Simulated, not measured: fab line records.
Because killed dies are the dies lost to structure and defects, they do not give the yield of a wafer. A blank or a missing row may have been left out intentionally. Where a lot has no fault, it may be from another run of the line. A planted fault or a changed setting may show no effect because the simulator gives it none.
Matching of chambers || flow nand_harc || NHARC_A_STAIRCASE_DEP_259 on pecvd-01: 3 sister chambers
The step deposits SiON, target thk 30 nm. 3 wafers are shown with their chamber, then 7 later ones without.

WAFERS, EACH WITH ITS CHAMBER
{"wafer": "L088.3", "chamber": 1, "heater_power_w (W)": 706}
{"wafer": "L089.1", "chamber": 0, "heater_power_w (W)": 623}
{"wafer": "L089.3", "chamber": 2, "heater_power_w (W)": 623}

WAFERS MISSING THEIR CHAMBER
{"wafer": "L089.6", "heater_power_w (W)": 595}
{"wafer": "L094.1", "heater_power_w (W)": 632}
{"wafer": "L094.2", "heater_power_w (W)": 561}
{"wafer": "L094.3", "heater_power_w (W)": 654}
{"wafer": "L092.3", "heater_power_w (W)": 715}
{"wafer": "L092.5", "heater_power_w (W)": 627}
{"wafer": "L092.6", "heater_power_w (W)": 721}

THE CHAMBER EACH PASSED THROUGH
{"wafer": "L089.6", "from the rows above": "can't be placed: 0 or 2", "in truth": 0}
{"wafer": "L094.1", "from the rows above": "can't be placed: 0 or 2", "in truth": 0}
{"wafer": "L094.2", "from the rows above": "can't be placed: 0 or 2", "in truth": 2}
{"wafer": "L094.3", "from the rows above": "can't be placed: 0 or 2 or 1", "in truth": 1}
{"wafer": "L092.3", "from the rows above": 1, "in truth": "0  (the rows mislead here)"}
{"wafer": "L092.5", "from the rows above": "can't be placed: 0 or 2", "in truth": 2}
{"wafer": "L092.6", "from the rows above": 1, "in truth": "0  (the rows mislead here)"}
0 of 7 placed correctly. From these rows, 5 cannot be placed; in 5 the true chamber is one of the candidates. Placed wrongly: 2.
How it was worked out, from the rows above alone: a wafer's distance from a chamber is the root of the sum, over the readings, of the square of ((its reading less the chamber's mean) divided by the reading's scatter). The wafer belongs to the nearest chamber; if the next one is less than 2 further off, it can't be placed. A chamber's mean is the mean of its shown wafers. The scatter: root of mean squared gap, hidden wafer to nearest shown wafer, with one shown wafer a chamber.
